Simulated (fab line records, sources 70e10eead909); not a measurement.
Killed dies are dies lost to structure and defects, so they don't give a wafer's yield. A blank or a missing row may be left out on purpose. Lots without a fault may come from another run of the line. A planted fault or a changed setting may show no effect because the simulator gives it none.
Problem report in the 8D (eight disciplines) form, filled by code | flow nand_harc | the parts of the form that need people (team, actions taken, sign-off) are left out

1. THE PROBLEM
cd_nm at NHARC_A_M0_CD_MEAS_09 reads a mean of 84.8 nm on 2 wafers of 1 lot; wafers without a fault read 79.7 nm with a standard deviation of 0.9. That is +5.7 standard deviations from the usual mean.
The step: target cd 80 nm.
First seen on wafer L863.4, day 27 18:50, on cd_sem-02. The record holds 30 wafers of 10 lots with a number at this step. Rule for "out", or "out of limits": more than 4 standard deviations from the usual mean. The other wafers with a number count as sound.

2. WHAT IT IS AND WHAT IT IS NOT
question                    | is                | is not
which readings at this step | cd_nm             | -
which lots                  | L863              | L853, L854, L855, L856, L857, L871, L872, L873, L874
which wafers of those lots  | L863.4, L863.5    | L863.6
read on which gauges        | cd_sem-02         | cd_sem-01, cd_sem-03
when                        | from day 27 18:50 | up to then (16 sound wafers); but 12 sound wafers of L871, L872, L873, L874 came after

3. SUSPECTS, AND WHAT RULES EACH OUT
Counting: a tool at a process step up to the reading stays a suspect if it ran every lot that is out. Sound lots after the first of them don't rule it out here, since some wafers of a struck lot are sound.
- the gauge at NHARC_A_M0_CD_MEAS_09: kept. All the wafers that are out were read on cd_sem-02, and no step on other tools shows them out.
- rie_diel-04 at NHARC_A_BLC_STRIP_29 (strips in CF4): kept. It ran the lot that is out, L863 (day 27 16:00).
- rie_diel-04 at NHARC_A_BLC_STRIP_21 (strips in O2): kept. It ran the lot that is out, L863 (day 27 16:07).
- litho_track-06 at NHARC_A_M0_PEB_07 (peb time 65 s): kept. It ran the lot that is out, L863 (day 27 18:45); its last sound lot up to then is L857 (day 26 07:59).
- Within rie_diel-04 at NHARC_A_BLC_STRIP_29: the wafers that are out ran in chamber 0; their sound lot-mates ran in chamber 1.
Left after counting: rie_diel-04 at NHARC_A_BLC_STRIP_29, rie_diel-04 at NHARC_A_BLC_STRIP_21, litho_track-06 at NHARC_A_M0_PEB_07, cd_sem-02 at NHARC_A_M0_CD_MEAS_09.

4. THE CAUSE (what the simulator had put in)
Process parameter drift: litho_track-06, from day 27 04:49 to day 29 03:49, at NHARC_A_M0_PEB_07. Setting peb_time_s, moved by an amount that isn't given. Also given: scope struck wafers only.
Counting left 4 suspects, and this tool is among them.

5. THE CHAIN OF EFFECTS, in route order
Each row: a reading whose mean over the struck wafers that have a number lies more than 3 standard deviations from the usual. Only readings for which the record gives a usual standard deviation are gone through. hours: the time from each lot's start at the first step in this table that gives one to its start at this step, as a median over the lots. sigmas: the change in usual standard deviations.
hours | step                  | reading | usual   | on struck wafers | change | sigmas
0     | NHARC_A_M0_CD_MEAS_09 | cd_nm   | 79.7 nm | 84.8             | +5.1   | +5.7
1     | NHARC_A_M0_CD_MEAS_16 | cd_nm   | 79.7 nm | 83.7             | +4.0   | +4.1

6. WHAT WOULD HAVE CAUGHT IT SOONER
In this record the first reading out of limits at a measuring or inspecting step was taken at day 27 18:50, 14 hours after the fault began at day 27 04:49.
Of the tool readings at NHARC_A_M0_PEB_07 for which the record gives a usual standard deviation, none was out on any struck wafer, so an alarm limit of 4 standard deviations on them would not have fired.
All the lots that are out (1) had begun NHARC_A_M0_PEB_07 on litho_track-06 by day 27 18:50. A hold on the tool at that time would have spared none of them.
